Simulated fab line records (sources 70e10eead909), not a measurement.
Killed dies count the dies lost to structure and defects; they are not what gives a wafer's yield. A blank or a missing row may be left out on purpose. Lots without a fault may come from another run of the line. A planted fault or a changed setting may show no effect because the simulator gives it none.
What tool caused it? | flow nandHarc | 12 lots, 36 wafers sampled, at 5 steps of a route of 1302

== WHAT THE GAUGES READ, wafer by wafer ==
NHARC_P_ZERO_WELL_CD_MEAS_52: target cd 2000 nm.
lot  | measured     | on       | cdNm (nm)
L876 | day 2 02:12  | cdSem-01 | 1997.8 1998.9 1997.7
L877 | day 2 12:06  | cdSem-03 | 1998.5 2003.3 2001.1
L881 | day 4 03:53  | cdSem-03 | 1988.9 1987.0 1987.1
L882 | day 4 16:07  | cdSem-01 | 1988.1 1987.2 1990.4
L887 | day 6 15:53  | cdSem-03 | 1990.1 1990.2 1988.5
L889 | day 7 11:40  | cdSem-03 | 1996.9 1995.7 1998.2
L890 | day 7 21:40  | cdSem-01 | 1999.0 1998.8 1996.9
L892 | day 8 17:40  | cdSem-02 | 1995.8 1996.1 1997.7
L894 | day 9 13:53  | cdSem-03 | 2005.2 2000.1 1997.8
L896 | day 10 09:44 | cdSem-01 | 2001.2 1996.8 1999.3
L897 | day 10 19:40 | cdSem-02 | 1998.6 1998.6 2002.2
L899 | day 11 15:56 | cdSem-03 | 1999.2 2000.5 1999.3

NHARC_P_STI_OVL_MEAS_10.
lot  | measured     | on         | overlayXNm (nm) | overlayYNm (nm)
L876 | day 3 06:54  | overlay-01 | -5 -5 -5        | -9 -8 -9
L877 | day 3 07:04  | overlay-02 | -3 -2 -2        | -3 -3 -3
L881 | day 4 21:34  | overlay-01 | -3 -3 -3        | -4 -4 -4
L882 | day 5 08:28  | overlay-01 | -4 -4 -4        | 1 1 1
L887 | day 7 12:37  | overlay-02 | -4 -3 -3        | 0 0 0
L889 | day 8 04:52  | overlay-02 | 2 2 2           | -4 -4 -5
L890 | day 8 14:41  | overlay-01 | -5 -5 -5        | 3 3 3
L892 | day 9 11:30  | overlay-02 | 1 1 1           | 3 3 4
L894 | day 10 11:25 | overlay-01 | 1 1 1           | 1 1 1
L896 | day 11 04:05 | overlay-02 | 3 3 3           | 3 3 3
L897 | day 11 14:12 | overlay-02 | -4 -4 -3        | -12 -12 -13
L899 | day 12 10:52 | overlay-02 | 1 0 1           | 8 8 8

NHARC_P_STI_INSPECT_11.
lot  | measured     | on               | rawDefectCount
L876 | day 3 06:56  | defectInspect-02 | 5 5 9
L877 | day 3 07:06  | defectInspect-01 | 5 6 7
L881 | day 4 21:37  | defectInspect-02 | 3 8 4
L882 | day 5 08:30  | defectInspect-02 | 9 2 3
L887 | day 7 12:38  | defectInspect-02 | 3 6 3
L889 | day 8 04:54  | defectInspect-02 | 4 4 6
L890 | day 8 14:43  | defectInspect-01 | 9 3 5
L892 | day 9 11:32  | defectInspect-01 | 6 8 6
L894 | day 10 11:28 | defectInspect-01 | 9 8 6
L896 | day 11 04:08 | defectInspect-01 | 10 11 5
L897 | day 11 14:14 | defectInspect-01 | 7 4 7
L899 | day 12 10:55 | defectInspect-01 | 16 6 10

== WHAT TOOL EACH LOT RAN ON (gives the tool, then ch and the chambers of the sampled wafers, and finally the start) ==
lot  | NHARC_P_ZERO_WELL_EXPOSE_49      | NHARC_P_ZERO_WELL_DESCUM_54
L876 | krfScanner-04 ch 0, day 2 02:02  | rieDiel-11 ch 0,2,3, day 2 04:15
L877 | krfScanner-04 ch 0, day 2 11:56  | rieDiel-06 ch 0,1, day 2 12:15
L881 | krfScanner-04 ch 0, day 4 03:44  | rieDiel-01 ch 0,3, day 4 04:03
L882 | krfScanner-04 ch 0, day 4 15:58  | rieDiel-11 ch 0,2, day 4 16:17
L887 | krfScanner-04 ch 0, day 6 15:44  | rieDiel-01 ch 0,3, day 6 16:05
L889 | krfScanner-02 ch 0, day 7 11:31  | rieDiel-06 ch 0,2,3, day 7 11:50
L890 | krfScanner-01 ch 0, day 7 21:31  | rieDiel-11 ch 1,2,3, day 7 21:51
L892 | krfScanner-02 ch 0, day 8 17:31  | rieDiel-06 ch 1,2,3, day 8 17:59
L894 | krfScanner-01 ch 0, day 9 13:43  | rieDiel-11 ch 0,2,3, day 9 14:02
L896 | krfScanner-01 ch 0, day 10 09:34 | rieDiel-06 ch 1,2,3, day 10 09:54
L897 | krfScanner-01 ch 0, day 10 19:31 | rieDiel-01 ch 1,3, day 10 19:49
L899 | krfScanner-02 ch 0, day 11 15:47 | rieDiel-01 ch 0,1,3, day 11 17:17
- NHARC_P_ZERO_WELL_EXPOSE_49: exposes mask P HVPW, target cd 2000 nm.
- NHARC_P_ZERO_WELL_DESCUM_54: chemistry O2, time 3 s.

== AS READ BY THE TOOLS THEMSELVES (means over the sampled wafers that have a number; for cases with no such wafer, the mark the record gives instead) ==
NHARC_P_ZERO_WELL_EXPOSE_49.
lot  | tool          | exposureDoseMJCm2 | stageVelMmS (mm/s)
L876 | krfScanner-04 | 22.649            | 500.24
L877 | krfScanner-04 | 22.610            | 500.29
L881 | krfScanner-04 | 21.280            | 500.11
L882 | krfScanner-04 | 21.256            | 500.43
L887 | krfScanner-04 | 21.256            | 499.83
L889 | krfScanner-02 | 22.635            | 499.68
L890 | krfScanner-01 | 22.628            | 500.32
L892 | krfScanner-02 | 22.613            | 499.65
L894 | krfScanner-01 | 22.622            | 500.01
L896 | krfScanner-01 | 22.670            | 500.05
L897 | krfScanner-01 | 22.625            | 500.35
L899 | krfScanner-02 | 22.662            | 500.35

NHARC_P_ZERO_WELL_DESCUM_54.
lot  | tool       | drypumpMotorCurrentA (A) | oesProductAu (a.u.) | rfVppV (V) | showerheadPlenumPTorr (Torr) | throttleValvePct (%)
L876 | rieDiel-11 | 5.4                      | 1.020               | 58.2       | 1.92                         | 11.307
L877 | rieDiel-06 | 5.8                      | 0.989               | 57.1       | 1.82                         | 11.315
L881 | rieDiel-01 | 5.8                      | 0.996               | 57.8       | 1.99                         | 11.316
L882 | rieDiel-11 | 5.1                      | 1.001               | 58.2       | 1.91                         | 11.315
L887 | rieDiel-01 | 5.7                      | 0.991               | 58.8       | 1.95                         | 11.306
L889 | rieDiel-06 | 5.7                      | 1.004               | 57.2       | 1.84                         | 11.304
L890 | rieDiel-11 | 5.4                      | 0.995               | 58.9       | 1.88                         | 11.315
L892 | rieDiel-06 | 5.8                      | 0.997               | 57.9       | 1.83                         | 11.309
L894 | rieDiel-11 | 5.4                      | 0.999               | 58.2       | 1.91                         | 11.318
L896 | rieDiel-06 | 5.8                      | 0.999               | 56.8       | 1.83                         | 11.305
L897 | rieDiel-01 | 5.6                      | 0.999               | 57.6       | 1.86                         | 11.310
L899 | rieDiel-01 | 5.6                      | 1.004               | 57.3       | 1.89                         | 11.303

== THE ANSWER, worked out from the rows above alone ==
Rule: the lots themselves supply what counts as usual. Put in order of their means at a reading, lots are off if they are a third of the lots or fewer, leave a main group of 4 or more, and stand apart from it by a gap of 3 or more times the standard deviation of the main group's means; of several such gaps the widest counts. A main group is skipped when, at the precision printed for the reading in the tables above, its means are all equal. Also off: a lot with no number at a reading for which 4 or more lots have one. Where the step has rows for the other lots, those lots are counted as sound. After the gauges, taken in route order, come the tools' own readings; for these a lot's mean is taken, as printed above. At the first step where some lot is off, the reading lying furthest off is the one used; lots without a number count as furthest.
Off at NHARC_P_ZERO_WELL_CD_MEAS_52 (cdNm): L881, L882, L887. The main group has a mean of 1998.9 nm with a standard deviation of 1.5.
If a tool, at a process step before that reading, ran all the lots that are off and no sound lot after the first of them, it fits. Not tried: the gauges at NHARC_P_ZERO_WELL_CD_MEAS_52; whatever is off there is also off at NHARC_P_ZERO_WELL_EXPOSE_49, on other tools, and gauge error can't account for it. One candidate fits, namely krfScanner-04 at NHARC_P_ZERO_WELL_EXPOSE_49. A fault onset in the window from L877 (day 2 11:56, its last sound lot) to L881 (day 4 03:44, its first lot off) fits.
On the lots that are off, the tool's own readings at NHARC_P_ZERO_WELL_EXPOSE_49 differ by more than 5 times the standard deviation of the sound lots' means, which bears it out; exposureDoseMJCm2 reads 21.264 there versus 22.635 on the sound lots.

== WHAT THE SIMULATOR PUT IN ==
Drift in process parameters on krfScanner-04 at NHARC_P_ZERO_WELL_EXPOSE_49, starting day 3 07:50. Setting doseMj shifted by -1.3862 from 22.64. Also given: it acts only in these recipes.
Struck lots among those shown: L881, L882, L887. Same finding as the rule above.
